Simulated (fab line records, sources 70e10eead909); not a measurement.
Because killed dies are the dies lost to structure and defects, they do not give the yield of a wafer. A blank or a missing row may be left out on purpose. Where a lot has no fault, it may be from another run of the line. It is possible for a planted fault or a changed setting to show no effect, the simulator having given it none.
A struck lot beside a sound one :: flow nand harc :: 14 steps out of a route of 1302
Sound: these wafers, L659.3, L659.4, L659.6. Wafers struck: L656.1, L656.2, L656.4. Last of all comes the cause.
Order at every step that has rows: each side's tool, ch and its chambers, its first start. Under that, the readings that differ: sound wafers :: struck wafers :: difference of the means :: sigmas: that difference in standard deviations of wafers without a fault.
alike: a reading whose means differ by less than 2 such deviations, as well as words and numbers matching on both sides. not compared: withheld readings; readings where some wafer has no value; bounds like >300 that might hide an equal value; numbers whose values overlap and for which the record gives no deviation.
A row with sigmas, a row that says differs or no value, or rows on one side alone: a step with any of these is where the two part. Numbers that don't overlap but have no deviation are shown without sigmas and don't part them. A reading that every wafer of one side lacks parts them only if that side has two wafers or more.

NHARC_A_M1_PRE_CLEAN_32: time 12 s.
  sound on pecvd-02 ch 0,2, day 29 10:35; struck on pecvd-02 ch 0,1,2, day 29 04:49
  alike: heater power w, susceptor temp C
NHARC_A_M1_DEP_33: deposits SiCN, target thk 30 nm.
  sound on pecvd-02 ch 0,2, day 29 10:40; struck on pecvd-02 ch 0,1,2, day 29 04:54
  alike: heater power w, susceptor temp C
NHARC_A_BONDPAD_DEP_00: deposits SiCN, target thk 250 nm.
  sound on pecvd-03 ch 0,1, day 29 11:19; struck on pecvd-02 ch 0,1,2
  alike: heater power w, susceptor temp C
NHARC_A_BONDPAD_CMP_29: polishes SiCN, target thk 200 nm.
  sound on cmp-03 ch 1,3, day 29 11:37; struck on cmp-03 ch 1,2,3, day 29 05:52
  alike: edge zone pressure frac, motor current A
  not compared: pad life wafers
NHARC_A_BONDPAD_THK_MEAS_30: measures by ellipsometry.
  sound: film metro-02 at day 29 11:52; struck: film metro-02 at day 29 06:07
  alike: thk nm
then, 7 steps without rows for these wafers: NHARC_A_BONDPAD_SRD_31; NHARC_A_BONDPAD_DEHYDRATE_01 (time 120 s); NHARC_A_BONDPAD_HMDS_02 (time 30 s); NHARC_A_BONDPAD_COAT_33 (time 65 s); NHARC_A_BONDPAD_COAT_03 (resist thk 600 nm); NHARC_A_BONDPAD_SOFTBAKE_04 (time 70 s); NHARC_A_BONDPAD_EBR_05.
NHARC_A_BONDPAD_EXPOSE_06: exposes mask A BPAD.
  sound on krf scanner-01 ch 0, day 29 12:18; struck on krf scanner-02, day 29 06:24
  no value came back on the struck wafers for exposure dose mJ cm2, focus offset nm (nm); on the sound wafers exposure dose mJ cm2 reads 36.93 36.94 36.89
  alike: mask
then, 1 step without rows for these wafers: NHARC_A_BONDPAD_PEB_07 (peb time 80 s).

== WHERE THEY PART ==
Only at NHARC_A_BONDPAD_EXPOSE_06, as far as this record shows.

WHY: what had been put in by the simulator
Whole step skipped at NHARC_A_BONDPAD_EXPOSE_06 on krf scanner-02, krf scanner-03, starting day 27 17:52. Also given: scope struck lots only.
